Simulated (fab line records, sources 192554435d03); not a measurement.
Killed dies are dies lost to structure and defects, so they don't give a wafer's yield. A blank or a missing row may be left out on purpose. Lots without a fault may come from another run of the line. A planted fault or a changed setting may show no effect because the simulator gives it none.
Which tool did it? | flow n5_finfet | 9 lots, 27 wafers sampled, at 6 steps of a route of 1938

WHAT THE GAUGES READ, wafer by wafer
N5_ZERO_LAYER_INSPECT_20: inspects for defects (darkfield). Usual: raw_defect_count 38, standard deviation 18.
lot  | measured    | on                | raw_defect_count | flag
L225 | day 2 01:17 | defect_inspect-02 | 27 48 50         |
L227 | day 2 13:32 | defect_inspect-02 | 20 23 22         |
L232 | day 3 19:23 | defect_inspect-02 | 33 60 59         |
L233 | day 4 01:23 | defect_inspect-02 | 38 66 53         |
L240 | day 5 19:23 | defect_inspect-02 | 37 38 24         |
L242 | day 6 07:35 | defect_inspect-01 | 41 36 71         |
L243 | day 6 13:38 | defect_inspect-01 | 16 42 24         |
L245 | day 7 01:22 | defect_inspect-01 | 34 58 66         |
L246 | day 7 07:16 | defect_inspect-02 | 39 17 33         |

N5_PMOS_HMC_CHANNEL_EPI_THK_MEAS_22. Usual: HMC_CMP_THK 53.8 nm, standard deviation 0.89.
lot  | measured    | on            | HMC_CMP_THK (nm) | flag
L225 | day 2 08:10 | film_metro-01 | 54.9 53.4 54.8   |
L227 | day 2 19:40 | film_metro-01 | 54.5 53.5 52.4   |
L232 | day 4 01:58 | film_metro-02 | 54.4 53.0 32.6   | OFF
L233 | day 4 07:55 | film_metro-02 | 32.3 55.2 32.8   | OFF
L240 | day 6 01:47 | film_metro-01 | 52.6 53.7 54.6   |
L242 | day 6 14:25 | film_metro-02 | 54.0 53.8 52.7   |
L243 | day 6 21:01 | film_metro-01 | 53.1 51.7 52.8   |
L245 | day 7 08:43 | film_metro-01 | 53.1 54.6 53.8   |
L246 | day 7 13:32 | film_metro-02 | 54.6 55.4 55.0   |

N5_BEOL_M4_RC_MEAS_101. Usual: CJ_P 5.80, standard deviation 0.19; DIBL_N 36.0 mV/V, standard deviation 1.6; DIBL_P 36.1 mV/V, standard deviation 2; IOFF_N 0.160 nA/um, standard deviation 0.029; IOFF_P 0.21 nA/um, standard deviation 0.039; ION_N 675 uA/um, standard deviation 13; ION_P 464 uA/um, standard deviation 8.8; SS_N 71.5 mV/dec, standard deviation 0.58; SS_P 73.3 mV/dec, standard deviation 0.65; VT_N 250 mV, standard deviation 3.3; VT_P -249 mV, standard deviation 3.6; VT_P_LONG -274.4 mV, standard deviation 2.8; VT_P_LVT -98.0 mV, standard deviation 2.9.
lot  | measured     | on        | CJ_P           | DIBL_N (mV/V)  | DIBL_P (mV/V)  | IOFF_N (nA/um)    | IOFF_P (nA/um) | ION_N (uA/um) | ION_P (uA/um) | SS_N (mV/dec)  | SS_P (mV/dec)  | VT_N (mV)   | VT_P (mV)      | VT_P_LONG (mV)       | VT_P_LVT (mV)       | flag
L225 | day 8 07:10  | prober-01 | 5.32 5.89 5.43 | 34.1 36.9 33.7 | 34.5 37.5 33.5 | 0.128 0.173 0.118 | 0.17 0.22 0.15 | 666 693 665   | 456 473 452   | 72.0 71.0 71.2 | 72.5 73.4 72.2 | 252 248 255 | -252 -248 -255 | -276.7 -275.4 -274.4 | -99.4 -95.2 -100.8  |
L227 | day 8 23:21  | prober-02 | 5.50 5.74 6.07 | 33.7 32.2 35.7 | 35.3 33.5 37.8 | 0.146 0.118 0.175 | 0.19 0.17 0.23 | 678 675 678   | 463 466 463   | 71.2 70.8 70.7 | 73.1 72.7 73.7 | 250 253 247 | -252 -250 -249 | -272.8 -271.9 -277.5 | -99.7 -100.3 -98.0  |
L232 | day 10 04:10 | prober-02 | 5.54 6.04 6.39 | 35.8 37.9 38.2 | 35.5 37.8 38.1 | 0.150 0.186 0.192 | 0.20 0.24 0.17 | 677 688 688   | 467 472 366   | 71.9 72.2 71.8 | 73.4 73.6 73.9 | 249 245 245 | -253 -248 -258 | -276.9 -275.8 -286.2 | -100.5 -97.5 -107.4 | OFF
L233 | day 10 18:43 | prober-02 | 6.31 5.59 6.34 | 36.3 36.4 37.7 | 37.4 37.4 39.1 | 0.166 0.165 0.180 | 0.17 0.25 0.19 | 679 678 672   | 362 471 365   | 72.5 72.9 72.1 | 72.8 73.8 73.5 | 248 249 248 | -256 -243 -257 | -285.1 -270.5 -282.6 | -107.5 -97.2 -106.7 | OFF
L240 | day 12 04:14 | prober-01 | 5.94 5.91 5.67 | 37.1 35.7 34.8 | 38.1 36.5 35.1 | 0.203 0.154 0.144 | 0.22 0.20 0.18 | 685 661 670   | 463 463 455   | 71.5 71.4 70.7 | 73.6 73.8 72.9 | 245 248 250 | -248 -248 -253 | -275.4 -278.2 -275.5 | -97.7 -98.3 -100.5  |
L242 | day 13 09:56 | prober-01 | 5.75 5.88 6.06 | 34.8 36.2 36.8 | 34.0 35.5 35.9 | 0.146 0.154 0.174 | 0.17 0.20 0.21 | 687 681 699   | 463 469 468   | 70.9 71.5 71.2 | 72.3 73.7 73.0 | 247 248 247 | -252 -250 -250 | -276.0 -274.4 -274.8 | -97.6 -96.4 -95.4   |
L243 | day 13 13:07 | prober-02 | 6.02 6.03 5.94 | 35.4 36.8 38.6 | 35.1 36.5 39.2 | 0.146 0.159 0.210 | 0.20 0.22 0.27 | 695 675 706   | 478 466 479   | 71.2 71.7 72.0 | 72.2 73.2 74.0 | 249 251 247 | -251 -248 -247 | -273.7 -270.9 -273.7 | -96.4 -96.0 -93.8   |
L245 | day 13 15:26 | prober-02 | 5.86 5.65 5.74 | 34.6 35.0 37.1 | 33.6 35.3 37.7 | 0.128 0.139 0.180 | 0.19 0.21 0.25 | 664 657 682   | 462 458 465   | 70.7 71.5 71.9 | 72.0 72.9 74.1 | 253 253 247 | -247 -251 -247 | -271.8 -273.0 -272.3 | -100.6 -99.1 -96.8  |
L246 | day 13 14:01 | prober-01 | 5.81 5.59 5.65 | 37.1 37.2 38.8 | 39.3 38.6 40.2 | 0.192 0.181 0.234 | 0.30 0.27 0.31 | 682 677 687   | 472 469 468   | 70.9 72.6 72.1 | 74.7 73.8 74.1 | 245 247 244 | -242 -246 -242 | -271.8 -269.9 -270.5 | -94.7 -96.2 -94.4   |

WHICH TOOL RAN EACH LOT (tool, then ch and the chambers of the sampled wafers, then the start)
lot  | N5_PMOS_HMC_CHANNEL_EPI_HM_DEP_34 | N5_PMOS_HMC_CHANNEL_EPI_FIN_RECESS_16 | N5_FIN_SAQP_ALD_61
L225 | pecvd-03 ch 0,1, day 2 04:50      | rie_si-05 ch 0,3, day 2 05:58         | ald_sin-02 ch 0,3, day 2 09:04
L227 | pecvd-01 ch 0,2, day 2 17:02      | rie_si-01 ch 1,2,3, day 2 17:51       | ald_sin-03 ch 1,2,3, day 2 20:29
L232 | pecvd-02 ch 0,2, day 3 23:00      | rie_si-01 ch 0,1,2, day 4 00:09       | ald_sin-01 ch 0,1,3, day 4 02:37
L233 | pecvd-03 ch 0,1,2, day 4 04:43    | rie_si-01 ch 1,2,3, day 4 05:40       | ald_sin-01 ch 1,2, day 4 10:16
L240 | pecvd-01 ch 1,2, day 5 22:48      | rie_si-05 ch 1,2,3, day 5 23:59       | ald_sin-03 ch 2,3, day 6 02:30
L242 | pecvd-02 ch 0,1,2, day 6 11:30    | rie_si-05 ch 0,2,3, day 6 12:36       | ald_sin-01 ch 1,2,3, day 6 15:07
L243 | pecvd-02 ch 0,2, day 6 16:58      | rie_si-06 ch 0,2, day 6 18:17         | ald_sin-03 ch 0,2,3, day 6 21:38
L245 | pecvd-02 ch 1,2, day 7 04:55      | rie_si-06 ch 1,2, day 7 05:52         | ald_sin-03 ch 0,1,2, day 7 09:23
L246 | pecvd-02 ch 1,2, day 7 10:54      | rie_si-01 ch 0,3, day 7 11:44         | ald_sin-03 ch 0,1,2, day 7 14:14
- N5_PMOS_HMC_CHANNEL_EPI_HM_DEP_34: deposits SiO2 from TEOS/O2, target thk 36 nm, time 6.9 s.
- N5_PMOS_HMC_CHANNEL_EPI_FIN_RECESS_16: chemistry HBr/Cl2, target Si, target depth 54 nm, time 18 s.
- N5_FIN_SAQP_ALD_61: deposits SiO2, target thk 4 nm, pulse time 1 s, purge time 2 s.

WHAT THE TOOLS THEMSELVES READ (means of the sampled wafers that have a number; where no wafer has one, the mark that the record gives instead)
N5_PMOS_HMC_CHANNEL_EPI_HM_DEP_34. Usual: heater_power_w 529 W, standard deviation 87; rf_fwd_power_W 886 W, standard deviation 4.9; showerhead_plenum_p_Torr 8.33 Torr, standard deviation 0.04; throttle_valve_pct 18.9 %, standard deviation 0.95.
lot  | tool     | heater_power_w (W) | rf_fwd_power_W (W) | showerhead_plenum_p_Torr (Torr) | throttle_valve_pct (%) | flag
L225 | pecvd-03 | 573                | 888                | 8.35                            | 19.1                   |
L227 | pecvd-01 | 434                | 891                | 8.34                            | 19.6                   |
L232 | pecvd-02 | 486                | 885                | 8.35                            | 17.9                   |
L233 | pecvd-03 | 597                | 886                | 8.36                            | 18.6                   |
L240 | pecvd-01 | 417                | 889                | 8.33                            | 18.6                   |
L242 | pecvd-02 | 561                | 881                | 8.30                            | 18.8                   |
L243 | pecvd-02 | 502                | 884                | 8.33                            | 17.9                   |
L245 | pecvd-02 | 540                | 890                | 8.27                            | 18.8                   |
L246 | pecvd-02 | 549                | 884                | 8.26                            | 19.8                   |

N5_PMOS_HMC_CHANNEL_EPI_FIN_RECESS_16. Usual: HBr_flow_sccm 150.0 sccm, standard deviation 0.45; chamber_pressure_mTorr 10.000 mTorr, standard deviation 0.0097; drypump_motor_current_A 5.9 A, standard deviation 0.55; oes_product_au 1.003 a.u., standard deviation 0.017; rf_fwd_power_W 795.7 W, standard deviation 2.5; throttle_valve_pct 35.3 %, standard deviation 0.42.
lot  | tool      | HBr_flow_sccm (sccm) | chamber_pressure_mTorr (mTorr) | drypump_motor_current_A (A) | oes_product_au (a.u.) | rf_fwd_power_W (W) | throttle_valve_pct (%) | flag
L225 | rie_si-05 | 149.8                | 9.995                          | 6.3                         | 1.018                 | 798.1              | 35.1                   |
L227 | rie_si-01 | 149.4                | 9.996                          | 6.0                         | 0.993                 | 793.5              | 34.9                   |
L232 | rie_si-01 | 149.8                | 10.011                         | 5.6                         | 0.924                 | 797.1              | 35.2                   | OFF
L233 | rie_si-01 | 150.3                | 10.005                         | 5.9                         | 0.850                 | 796.5              | 35.1                   | OFF
L240 | rie_si-05 | 149.9                | 9.986                          | 6.0                         | 0.994                 | 795.3              | 35.3                   |
L242 | rie_si-05 | 149.9                | 9.995                          | 6.3                         | 1.004                 | 793.6              | 35.3                   |
L243 | rie_si-06 | 150.0                | 10.002                         | 5.8                         | 0.995                 | 796.3              | 35.6                   |
L245 | rie_si-06 | 150.2                | 10.002                         | 5.6                         | 1.006                 | 797.1              | 35.7                   |
L246 | rie_si-01 | 150.4                | 10.005                         | 6.3                         | 1.021                 | 796.8              | 35.2                   |

N5_FIN_SAQP_ALD_61. Usual: heater_power_w 469 W, standard deviation 40; precursor_pulse_height_rel 0.998, standard deviation 0.022.
lot  | tool       | heater_power_w (W) | precursor_pulse_height_rel | flag
L225 | ald_sin-02 | 403                | 1.017                      |
L227 | ald_sin-03 | 490                | 0.999                      |
L232 | ald_sin-01 | 480                | 1.006                      |
L233 | ald_sin-01 | 446                | 0.978                      |
L240 | ald_sin-03 | 506                | 1.001                      |
L242 | ald_sin-01 | 480                | 0.982                      |
L243 | ald_sin-03 | 456                | 1.014                      |
L245 | ald_sin-03 | 486                | 0.983                      |
L246 | ald_sin-03 | 483                | 0.992                      |

THE ANSWER, worked out from the rows above alone
Rule: a lot is off if the mean of its wafers that have a number lies more than 3 standard deviations from the usual mean. A lot without any number at a reading at which 4 lots or more have one is off too. The other lots that the step has rows for count as sound. The gauges are gone through in route order, then the tools' own readings, and for those a lot's mean is taken as printed above. The first step at which some lot is off is used, and at that step the reading that is off furthest; a lot without a number counts as furthest.
Off: L232, L233, at N5_PMOS_HMC_CHANNEL_EPI_THK_MEAS_22 (HMC_CMP_THK).
A tool fits if, at a process step before that reading, it ran every lot that is off, and no sound lot after the first of them. The gauges at N5_PMOS_HMC_CHANNEL_EPI_THK_MEAS_22 aren't tried: what is off there is off at N5_BEOL_M4_RC_MEAS_101 too, on other tools, and a gauge's error can't cause that. None of those tried fits.

WHAT THE SIMULATOR HAD PUT IN
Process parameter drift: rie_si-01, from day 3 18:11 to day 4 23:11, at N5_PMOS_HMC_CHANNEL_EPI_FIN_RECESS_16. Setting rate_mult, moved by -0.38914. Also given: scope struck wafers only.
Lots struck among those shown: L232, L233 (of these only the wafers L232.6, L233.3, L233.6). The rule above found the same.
